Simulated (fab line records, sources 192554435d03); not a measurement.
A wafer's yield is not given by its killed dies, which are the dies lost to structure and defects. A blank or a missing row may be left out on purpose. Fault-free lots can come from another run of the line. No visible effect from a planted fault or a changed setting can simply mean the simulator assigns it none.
A lot that was struck, set against a sound lot + flow n5Finfet + 35 steps out of a route of 1938
Sound: the wafers L916.1, L916.3, L916.5. Struck: wafers L929.1, L929.5, L929.6. Last of all comes the cause.
For every step that has rows: the tool of each side, followed by ch and its chambers, followed by its first start. Under that, the readings that differ: sound wafers + struck wafers + difference of the means + sigmas: that difference in standard deviations of wafers without a fault.
alike: readings with means less than 2 such deviations apart, plus words and numbers identical on both sides. not compared: withheld readings, readings lacking a value on some wafer, bounds such as >300 that could conceal the same value, and numbers that have no deviation in the record and whose values overlap.
Wherever a step has rows on one side only, a row that says differs or no value, or a row with sigmas, the two part there. Numbers that don't overlap but have no deviation are shown without sigmas and don't part them. A reading missing from all wafers of one side parts the sides only when that side holds two or more wafers.

first, 11 steps without rows for these wafers: N5_BEOL_M8_HM_STRIP_39 (strips TiN in peroxide tin strip, target depth 25 nm, time 158 s); N5_BEOL_M8_SRD_40 (time 30 s); N5_BEOL_M8_PRECLEAN_42 (cleans in residue remover, time 60 s); N5_BEOL_M8_SRD_43 (time 30 s); N5_BEOL_M8_CURE_75 (cures SiCOH lowk, time 120 s); N5_BEOL_M8_DEGAS_44 (time 60 s); N5_BEOL_M8_PRE_CLEAN_45 (time 30 s); N5_BEOL_M8_ALD_77 (deposits TaN, target thk 2 nm, pulse time 2 s, purge time 3 s); N5_BEOL_M8_SURFACE_TREAT_79; N5_BEOL_M8_CVD_78 (deposits Co from CCTBA/H2, target thk 2 nm, time 142.3 s); N5_BEOL_M8_SPUTTER_48 (material Cu, target thk 10 nm, time 1.667 s).
N5_BEOL_M8_ECD_50: material Cu, target thk 300 nm.
  sound on ecdCu-02 ch 0,1, day 10 16:52; struck on ecdCu-02 ch 0,1, day 13 12:37
then, 22 steps without rows for these wafers: N5_BEOL_M8_ANNEAL_51 (time 90 s); N5_BEOL_M8_CMP_52 (polishes, stops on SiCOH lowk, t overpolish 6.9 s, target thk 80 nm); N5_BEOL_M8_PRE_CLEAN_55 (time 15 s); N5_BEOL_M8_DEP_56 (deposits SiCN from 3MS/NH3, target thk 10 nm, time 17.5 s); N5_BEOL_M9_ILD_DEP_00 (deposits SiCOH lowk from DEMS/porogen, target thk 308.51 nm, time 58 s); N5_BEOL_M9_CURE_71 (cures SiCOH lowk, time 240 s); N5_BEOL_M9_PECVD_70 (deposits SiO2 from TEOS/O2, target thk 20 nm, time 22.7 s); N5_BEOL_M9_HM_DEP_02 (deposits TiN, target thk 20 nm); N5_BEOL_M9_COAT_59 (time 60 s, resist thk 100 nm); N5_BEOL_M9_COAT_60 (time 60 s, resist thk 30 nm); N5_BEOL_M9_COAT_05 (resist thk 90 nm); N5_BEOL_M9_EBR_07; N5_BEOL_M9_SOFTBAKE_06 (time 60 s); N5_BEOL_M9_EXPOSE_08 (exposes mask M9); N5_BEOL_M9_PEB_09 (peb time 60 s); N5_BEOL_M9_DEVELOP_10 (develop time 30 s); N5_BEOL_M9_DESCUM_16 (chemistry O2, time 7.9 s); N5_BEOL_M9_ETCH_61 (etches SiARC in CF4, target depth 39 nm, time 65 s); N5_BEOL_M9_ETCH_62 (etches SOC in N2/H2, target depth 110 nm, overetch 22 nm, time 165 s); N5_BEOL_M9_STRIP_68 (strips in N2/H2); N5_BEOL_M9_STRIP_67 (strips in CF4); N5_BEOL_M9_HM_OPEN_17 (chemistry Cl2/BCl3, target TiN, target depth 20 nm, overetch 6 nm).
-- here the record skips 3 days between the struck wafers' starts before and after, leaving off in module BEOL_M9 and picking up in module PASSIVATION (first step shown: number 1936 of the route) --
N5_PASSIVATION_PROBE_49:
  sound on prober-01, day 13 11:56; struck on prober-01, day 16 13:55
| reading                 | sound          | struck         | difference | sigmas      |
|-------------------------|----------------|----------------|------------|-------------|
| defectLimitedYield (%)  | 91.8 90.2 89.7 | 34.9 34.9 32.1 | -56.6      | -38         |
| killed_at_M0_to_M3      | 44 39 64       | 7 31 27        | -27        | -2          |
| killed_at_M4_up         | 14 19 7        | 732 702 738    | +711       | +99 or more |
| killedDies              | 97 116 122     | 768 768 801    | +667       | +37         |
| killedOnRim             | 16 11 22       | 88 96 115      | +83        | +20         |
| killedOpen              | 65 66 77       | 26 49 44       | -30        | -2          |
| killedShort             | 29 45 44       | 19 23 28       | -16        | -2          |
| sort_bin_5_function (%) | 5.0 5.5 6.2    | 41.3 43.9 45.0 | +37.8      | +38         |
| sort_bin_6_memory (%)   | 2.9 3.4 3.5    | 18.0 16.4 17.7 | +14.1      | +21         |
| sortNPass               | 1083 1064 1058 | 412 412 379    | -667       | -37         |
| sortYieldPct (%)        | 91.8 90.2 89.7 | 34.9 34.9 32.1 | -56.6      | -38         |
  alike: killedAtContacts, killedAtFrontEnd, killedAtOther

== WHERE THEY PART ==
Within this record, at N5_PASSIVATION_PROBE_49 only.

WHY: what had been put in by the simulator
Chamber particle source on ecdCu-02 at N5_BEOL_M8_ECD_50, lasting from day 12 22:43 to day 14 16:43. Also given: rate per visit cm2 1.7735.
